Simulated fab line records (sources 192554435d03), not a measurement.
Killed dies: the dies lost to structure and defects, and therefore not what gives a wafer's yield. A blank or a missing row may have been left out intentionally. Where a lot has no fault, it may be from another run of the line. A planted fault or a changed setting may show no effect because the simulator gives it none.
Which of the tools did it? | flow n5_finfet | 30 wafers from 10 lots sampled at 6 of the route's 1938 steps

WHAT THE GAUGES SHOWED, per wafer
N5_BEOL_M11_OCD_MEAS_38.
lot  | measured     | on     | trench_depth_nm (nm)
L712 | day 9 22:04  | ocd-01 | 146.9 146.6 146.0
L713 | day 10 07:04 | ocd-02 | 150.7 147.1 147.6
L714 | day 11 02:22 | ocd-02 | 152.5 150.6 149.4
L717 | day 11 02:50 | ocd-02 | 150.2 149.8 146.0
L719 | day 11 20:40 | ocd-01 | 150.6 149.4 147.4
L726 | day 13 21:47 | ocd-02 | 149.7 145.9 148.8
L728 | day 14 15:54 | ocd-02 | 152.5 151.4 153.1
L731 | day 15 05:58 | ocd-02 | 149.2 150.2 147.4
L734 | day 15 20:09 | ocd-01 | 149.5 148.3 148.1
L735 | day 16 05:29 | ocd-01 | 148.7 147.6 149.3

N5_BEOL_M11_RS_MEAS_57: measures by four-point-probe.
lot  | measured     | on            | M11_RS (ohm/sq)
L712 | day 10 02:19 | film_metro-02 | 0.1518 0.1512 0.1512
L713 | day 10 11:17 | film_metro-01 | 0.1476 0.1534 0.1524
L714 | day 11 06:10 | film_metro-01 | 0.1479 0.1482 0.1513
L717 | day 11 06:26 | film_metro-01 | 0.1492 0.1495 0.1554
L719 | day 12 00:29 | film_metro-01 | 0.1481 0.1482 0.1508
L726 | day 14 00:17 | film_metro-01 | 0.1489 0.1546 0.1528
L728 | day 14 19:15 | film_metro-01 | 0.1470 0.1512 0.1475
L731 | day 15 08:40 | film_metro-02 | 0.1498 0.1473 0.1520
L734 | day 15 23:59 | film_metro-02 | 0.1509 0.1501 0.1509
L735 | day 16 08:01 | film_metro-01 | 0.1493 0.1515 0.1492

N5_BEOL_M12_THK_MEAS_01.
lot  | measured     | on            | M12_ILD_THK (nm)
L712 | day 10 02:31 | film_metro-01 | 658 670 672
L713 | day 10 11:31 | film_metro-01 | 662 657 669
L714 | day 11 06:22 | film_metro-01 | 652 651 658
L717 | day 11 06:38 | film_metro-02 | 667 652 670
L719 | day 12 00:41 | film_metro-02 | 656 665 668
L726 | day 14 00:30 | film_metro-02 | 564 593 582
L728 | day 14 19:26 | film_metro-01 | 648 660 653
L731 | day 15 08:52 | film_metro-01 | 581 571 600
L734 | day 16 00:11 | film_metro-02 | 657 664 651
L735 | day 16 08:13 | film_metro-02 | 642 657 649

N5_BEOL_M12_OCD_MEAS_35.
lot  | measured     | on     | trench_depth_nm (nm)
L712 | day 10 04:51 | ocd-02 | 320 321 314
L713 | day 10 16:28 | ocd-02 | 321 321 310
L714 | day 11 08:19 | ocd-02 | 324 323 325
L717 | day 11 08:44 | ocd-01 | 328 324 328
L719 | day 12 02:32 | ocd-01 | 328 323 329
L726 | day 14 02:19 | ocd-02 | 305 313 312
L728 | day 14 21:29 | ocd-01 | 328 317 317
L731 | day 15 11:14 | ocd-01 | 308 303 313
L734 | day 16 02:02 | ocd-01 | 316 323 318
L735 | day 16 10:09 | ocd-01 | 313 322 313

WHICH TOOL RAN EACH LOT (tool, then ch and the chambers of the sampled wafers, then the start)
lot  | N5_BEOL_M11_ALD_74                  | N5_BEOL_M12_ILD_DEP_00
L712 | ald_metal-02 ch 0,1,3, day 9 23:04  | pecvd-02 ch 0,1,2, day 10 02:23
L713 | ald_metal-02 ch 0,2,3, day 10 07:47 | pecvd-01 ch 0,1, day 10 11:20
L714 | ald_metal-04 ch 0,1,2, day 11 03:04 | pecvd-03 ch 0,1,2, day 11 06:13
L717 | ald_metal-03 ch 1,2,3, day 11 03:28 | pecvd-01 ch 0,2, day 11 06:31
L719 | ald_metal-04 ch 0,1,2, day 11 21:34 | pecvd-03 ch 0,2, day 12 00:34
L726 | ald_metal-03 ch 1,2,3, day 13 22:23 | pecvd-01 ch 0,1,2, day 14 00:21
L728 | ald_metal-03 ch 0,2,3, day 14 17:20 | pecvd-03 ch 0,1, day 14 19:19
L731 | ald_metal-02 ch 1,2,3, day 15 07:01 | pecvd-01 ch 0,1, day 15 08:44
L734 | ald_metal-04 ch 1,2,3, day 15 21:01 | pecvd-03 ch 1,2, day 16 00:03
L735 | ald_metal-04 ch 0,1,2, day 16 06:17 | pecvd-03 ch 0,1,2, day 16 08:04
- N5_BEOL_M11_ALD_74: deposits TaN, target thk 2 nm, pulse time 2 s, purge time 3 s.
- N5_BEOL_M12_ILD_DEP_00: deposits SiOC from DEMS/O2, target thk 658.92 nm, time 130.7 s.

AS READ BY THE TOOLS THEMSELVES (means over the sampled wafers that have a number; for cases with no such wafer, the mark the record gives instead)
N5_BEOL_M11_ALD_74.
lot  | tool         | chamber_pressure_Torr (Torr) | heater_power_w (W) | mfc_carrier_sccm (sccm) | precursor_vessel_pressure_torr (Torr) | susceptor_temp_C (C)
L712 | ald_metal-02 | 3.003                        | 397                | 1497                    | 26.25                                 | 275.12
L713 | ald_metal-02 | 3.003                        | 389                | 1501                    | 26.26                                 | 275.12
L714 | ald_metal-04 | 2.998                        | 396                | 1500                    | 26.25                                 | 274.91
L717 | ald_metal-03 | 2.994                        | 430                | 1496                    | 26.28                                 | 275.00
L719 | ald_metal-04 | 3.002                        | 396                | 1502                    | 26.30                                 | 275.04
L726 | ald_metal-03 | 3.007                        | 430                | 1501                    | 26.25                                 | 275.07
L728 | ald_metal-03 | 3.000                        | 422                | 1498                    | 26.27                                 | 274.83
L731 | ald_metal-02 | 2.996                        | 400                | 1504                    | 26.17                                 | 275.05
L734 | ald_metal-04 | 2.998                        | 386                | 1502                    | 26.31                                 | 275.03
L735 | ald_metal-04 | 2.992                        | 386                | 1497                    | 26.27                                 | 275.07

N5_BEOL_M12_ILD_DEP_00.
lot  | tool     | chamber_pressure_Torr (Torr) | heater_power_w (W) | showerhead_plenum_p_Torr (Torr) | susceptor_temp_C (C) | throttle_valve_pct (%)
L712 | pecvd-02 | 4.998                        | 504                | 5.683                           | 349.99               | 12.2
L713 | pecvd-01 | 5.001                        | 477                | 5.695                           | 349.80               | 12.6
L714 | pecvd-03 | 5.004                        | 466                | 5.703                           | 349.96               | 12.5
L717 | pecvd-01 | 4.988                        | 437                | 5.692                           | 349.94               | 11.6
L719 | pecvd-03 | 4.995                        | 479                | 5.709                           | 349.77               | 12.3
L726 | pecvd-01 | 5.003                        | 465                | 5.684                           | 350.09               | 12.0
L728 | pecvd-03 | 4.993                        | 529                | 5.712                           | 349.79               | 12.8
L731 | pecvd-01 | 5.007                        | 455                | 5.694                           | 350.16               | 12.7
L734 | pecvd-03 | 4.995                        | 464                | 5.698                           | 350.03               | 12.3
L735 | pecvd-03 | 5.001                        | 477                | 5.705                           | 350.13               | 12.5

THE ANSWER, worked out from the rows above alone
Rule: the lots themselves supply what counts as usual. Put in order of their means at a reading, lots are off if they are a third of the lots or fewer, leave a main group of 4 or more, and stand apart from it by a gap of 3 or more times the standard deviation of the main group's means; of several such gaps the widest counts. Not used: any main group whose means are identical at the precision the tables above print for the reading. A lot without any number at a reading at which 4 lots or more have one is off too. Any other lot the step has rows for is counted as sound. Order of review: gauges by route order, followed by the tools' own readings, for which a lot's mean as printed above is used. The first step at which some lot is off is used, and at that step the reading that is off furthest; a lot without a number counts as furthest.
Off: at N5_BEOL_M12_THK_MEAS_01 (M12_ILD_THK), L726, L731. The main group: mean 659 nm, standard deviation 5.7.
A tool fits if, at a process step before that reading, it ran every lot that is off, and no sound lot after the first of them. The gauges at N5_BEOL_M12_THK_MEAS_01 are tried like those tools. One fits: pecvd-01 at N5_BEOL_M12_ILD_DEP_00. A fault onset in the window from L717 (day 11 06:31, its last sound lot) to L726 (day 14 00:21, its first lot off) fits.

WHAT HAD BEEN PUT IN BY THE SIMULATOR
Site profile drift: pecvd-01, from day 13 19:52 on, at N5_BEOL_M12_ILD_DEP_00. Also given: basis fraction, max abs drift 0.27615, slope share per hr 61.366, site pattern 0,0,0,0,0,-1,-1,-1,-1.
Shown lots that were struck: L726, L731. The rule above found the same.
